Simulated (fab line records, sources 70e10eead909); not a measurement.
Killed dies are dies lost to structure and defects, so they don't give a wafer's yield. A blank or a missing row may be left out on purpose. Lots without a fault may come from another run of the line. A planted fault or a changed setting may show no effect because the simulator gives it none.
A struck lot beside a sound one | flow nand_harc | 36 steps out of a route of 1302
Sound: wafers L919.1, L919.2, L919.4. Struck: wafer L906.1. (L906.3, L906.6 of the same lot were not struck and are left out.) The cause comes at the end.
At each step with rows: each side's tool, then ch and its chambers, then its first start. Under that, the readings that differ: sound wafers | struck wafers | difference of the means | sigmas: that difference in standard deviations of wafers without a fault.
alike: readings whose means differ by less than 2 such deviations, and words and numbers that are the same on both sides. not compared: withheld readings, readings that some wafer has no value for, bounds like >300 that may hide the same value, and numbers for which the record gives no deviation and whose values overlap.
The two part at a step that has a row with sigmas, a row that says differs or no value, or rows on one side only. Numbers that don't overlap but have no deviation are shown without sigmas and don't part them. A reading that every wafer of one side lacks parts them only if that side has two wafers or more.

first, 1 step without rows for these wafers: NHARC_A_WL_FILL_ALD_10 (deposits SiO2, target thk 50 nm, pulse time 10 s, ald cycles 500).
NHARC_A_WL_FILL_ETCHBACK_16: etches the open film in C4F8/O2/Ar, target depth 120 nm, time 24 s.
  sound on rie_diel-11 ch 0,1,2; struck on rie_diel-11 ch 2
  reading                | sound       | struck | difference | sigmas
  rf_hours_counter_h (h) | 3.1 3.0 2.8 | 5.5    | +2.5       |
  alike: oes_product_au, rf_vpp_V
then, 1 step without rows for these wafers: NHARC_A_WL_FILL_STRIP_29 (strips in O2, time 20 s).
NHARC_A_WL_FILL_ETCHBACK_17: etches the open film in Cl2/BCl3, target depth 4 nm, time 26.7 s.
  sound on rie_metal-03 ch 0,1, day 28 13:19; struck on rie_metal-02 ch 1, day 23 21:50
  alike: drypump_motor_current_A, oes_product_au
  not compared: rf_hours_counter_h
then, 7 steps without rows for these wafers: NHARC_A_WL_FILL_PRECLEAN_18 (cleans in dHF, time 30 s); NHARC_A_WL_FILL_SRD_21; NHARC_A_WL_FILL_CVD_23 (deposits poly-Si, target thk 40 nm, time 800 s); NHARC_A_WL_FILL_ETCHBACK_26 (etches the open film in HBr, target depth 52 nm, time 13.3 s); NHARC_A_WL_FILL_PRECLEAN_30 (cleans in dHF, time 10 s); NHARC_A_WL_FILL_SRD_14; NHARC_A_WL_FILL_ALD_19 (deposits TiN, target thk 2 nm, pulse time 3 s, ald cycles 100).
NHARC_A_WL_FILL_CVD_20: deposits W, target thk 100 nm, time 74 s.
  sound on cvd_w-01 ch 0,1, day 28 18:59; struck on cvd_w-02 ch 1, day 24 01:41
  alike: heater_power_w, throttle_valve_pct
NHARC_A_WL_FILL_CMP_12: polishes, t overpolish 30 s, target thk 100 nm.
  sound on cmp-02 ch 0,2,3, day 28 19:10; struck on cmp-03 ch 2, day 24 01:53
  reading             | sound          | struck | difference | sigmas
  motor_current_A (A) | 10.7 12.5 12.2 | 14.3   | +2.5       | +2
  alike: overpolish_run_s, slurry_filter_dp_kPa, time_to_endpoint_s
then, 1 step without rows for these wafers: NHARC_A_WL_FILL_SRD_31.
NHARC_A_CONTACT_DEP_24: deposits SiO2, target thk 500 nm.
  sound on pecvd-02 ch 0,2, day 28 19:43; struck on pecvd-02 ch 0, day 24 02:24
  alike: heater_power_w, showerhead_vpp_V, throttle_valve_pct
then, 12 steps without rows for these wafers: NHARC_A_CONTACT_DEP_28 (deposits aC, target thk 7000 nm); NHARC_A_CONTACT_DEP_29 (deposits SiON, target thk 100 nm); NHARC_A_CONTACT_DEHYDRATE_32 (time 120 s); NHARC_A_CONTACT_HMDS_33 (time 30 s); NHARC_A_CONTACT_COAT_34 (time 75 s); NHARC_A_CONTACT_COAT_35 (time 65 s); NHARC_A_CONTACT_COAT_36 (resist thk 90 nm); NHARC_A_CONTACT_SOFTBAKE_37 (time 55 s); NHARC_A_CONTACT_EBR_38; NHARC_A_CONTACT_EXPOSE_39 (exposes mask A CC 3); NHARC_A_CONTACT_PEB_40 (peb time 65 s); NHARC_A_CONTACT_DEVELOP_41 (develop time 35 s).
NHARC_A_CONTACT_CD_MEAS_42: target cd 300 nm.
  sound on cd_sem-03 ch 0, day 29 03:41; struck on cd_sem-02 ch 0, day 24 12:40
  alike: cd_nm
NHARC_A_CONTACT_OVL_MEAS_43:
  sound on overlay-01, day 29 03:46; struck on overlay-02, day 24 12:45
  alike: overlay_x_nm, overlay_y_nm
NHARC_A_CONTACT_DESCUM_47: chemistry O2, time 3 s.
  sound on rie_diel-06 ch 0,1,2, day 29 03:53; struck on rie_diel-06 ch 1, day 24 12:50
  reading                | sound | struck | difference | sigmas
  rf_hours_counter_h (h) | 1 1 1 | 14     | +13        |
  alike: drypump_motor_current_A, o2_flow_sccm, oes_product_au, rf_vpp_V, showerhead_plenum_p_Torr, throttle_valve_pct
then, 5 steps without rows for these wafers: NHARC_A_CONTACT_ETCH_48 (etches the open film in CF4, target depth 39 nm, time 65 s); NHARC_A_CONTACT_ETCH_49 (etches the open film in N2/H2, target depth 260 nm, time 475.3 s); NHARC_A_CONTACT_ETCH_50 (etches the open film in CF4/CHF3, target depth 121 nm, time 60.5 s); NHARC_A_CONTACT_ETCH_51 (etches the open film in O2/COS, target depth 7000 nm, time 1820 s); NHARC_A_CONTACT_ETCH_111 (etches the open film in C4F8/O2/Ar, time 140 s, target depth 700 nm).
-- the record jumps here: 3 days lie between the struck wafers' starts before and after (it left off in module A_CONTACT and takes up again in module END, whose first step shown is number 1302 of the route) --
NHARC_END_SORT_01:
  the record has rows for the struck wafers here (prober-01 ch 0, day 27 23:17) and none for the sound ones

WHERE THEY PART
First at NHARC_A_WL_FILL_CMP_12; last, within this record, at NHARC_END_SORT_01.

WHY: what the simulator had put in
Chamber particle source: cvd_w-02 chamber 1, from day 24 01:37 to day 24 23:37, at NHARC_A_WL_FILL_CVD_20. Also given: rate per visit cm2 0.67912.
